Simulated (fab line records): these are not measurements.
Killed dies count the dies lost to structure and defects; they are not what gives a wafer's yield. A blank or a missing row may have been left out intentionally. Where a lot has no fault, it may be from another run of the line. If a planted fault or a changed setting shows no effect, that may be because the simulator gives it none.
Matching of chambers || flow nandHarc || 4 sister chambers for NHARC_P_CONTACT_ALD_22 on aldMetal-04
The step deposits TiN, target thk 3 nm, pulse time 1 s, ald cycles 150. 14 wafers are shown with their chamber, then 7 later ones without.

## WAFERS PAIRED WITH THEIR CHAMBERS
{"wafer": "L257.3", "chamber": 2, "heaterPowerW (W)": 1015, "precursorPulseHeightRel": 1.029}
{"wafer": "L257.5", "chamber": 0, "heaterPowerW (W)": 1127, "precursorPulseHeightRel": 1.017}
{"wafer": "L257.6", "chamber": 3, "heaterPowerW (W)": 877, "precursorPulseHeightRel": 0.972}
{"wafer": "L259.1", "chamber": 2, "heaterPowerW (W)": 1015, "precursorPulseHeightRel": 0.959}
{"wafer": "L259.3", "chamber": 1, "heaterPowerW (W)": 1179, "precursorPulseHeightRel": 1.010}
{"wafer": "L259.4", "chamber": 3, "heaterPowerW (W)": 871, "precursorPulseHeightRel": 0.968}
{"wafer": "L261.2", "chamber": 1, "heaterPowerW (W)": 1176, "precursorPulseHeightRel": 0.977}
{"wafer": "L261.3", "chamber": 0, "heaterPowerW (W)": 1112, "precursorPulseHeightRel": 0.988}
{"wafer": "L261.4", "chamber": 3, "heaterPowerW (W)": 838, "precursorPulseHeightRel": 1.027}
{"wafer": "L264.3", "chamber": 3, "heaterPowerW (W)": 844, "precursorPulseHeightRel": 1.025}
{"wafer": "L264.5", "chamber": 3, "heaterPowerW (W)": 848, "precursorPulseHeightRel": 1.000}
{"wafer": "L264.6", "chamber": 2, "heaterPowerW (W)": 1016, "precursorPulseHeightRel": 0.995}
{"wafer": "L269.1", "chamber": 0, "heaterPowerW (W)": 1101, "precursorPulseHeightRel": 1.013}
{"wafer": "L269.3", "chamber": 1, "heaterPowerW (W)": 1153, "precursorPulseHeightRel": 1.024}

SIGNATURES (means of the wafers above)
{"reading": "heaterPowerW", "chamber 0": 1113.33, "chamber 1": 1169.33, "chamber 2": 1015.33, "chamber 3": 855.60, "scatter within a chamber": 13.9}
{"reading": "precursorPulseHeightRel", "chamber 0": 1.00600, "chamber 1": 1.00367, "chamber 2": 0.99433, "chamber 3": 0.99840, "scatter within a chamber": 0.0269}
Rule: for each reading, subtract the chamber's mean from the wafer's reading, divide by that reading's scatter and square the result; add these up over the readings and take the root, which gives the wafer's distance from the chamber. The wafer belongs to the nearest chamber; if the next one is less than 2 further off, it can't be placed. How the scatter is found: for the shown wafers, subtract from each reading the mean of its chamber, square and add these, divide the total by (wafers less chambers), then take the root.

## WAFERS MISSING THEIR CHAMBER
{"wafer": "L269.4", "heaterPowerW (W)": 875, "precursorPulseHeightRel": 0.970}
{"wafer": "L271.1", "heaterPowerW (W)": 1067, "precursorPulseHeightRel": 0.954}
{"wafer": "L271.5", "heaterPowerW (W)": 1167, "precursorPulseHeightRel": 0.994}
{"wafer": "L271.6", "heaterPowerW (W)": 1014, "precursorPulseHeightRel": 1.004}
{"wafer": "L280.1", "heaterPowerW (W)": 1036, "precursorPulseHeightRel": 1.004}
{"wafer": "L280.4", "heaterPowerW (W)": 1230, "precursorPulseHeightRel": 1.005}
{"wafer": "L280.5", "heaterPowerW (W)": 851, "precursorPulseHeightRel": 0.972}

## CHAMBER TAKEN BY EACH
{"wafer": "L269.4", "from the rows above": 3, "in truth": 3}
{"wafer": "L271.1", "from the rows above": "can't be placed: 0 or 2", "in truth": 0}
{"wafer": "L271.5", "from the rows above": 1, "in truth": 1}
{"wafer": "L271.6", "from the rows above": 2, "in truth": 2}
{"wafer": "L280.1", "from the rows above": 2, "in truth": 2}
{"wafer": "L280.4", "from the rows above": 1, "in truth": 1}
{"wafer": "L280.5", "from the rows above": 3, "in truth": 3}
Placed correctly: 6 of 7. Not placeable from these rows: 1 (in 1, the candidates include the true chamber). Placed wrongly: 0.
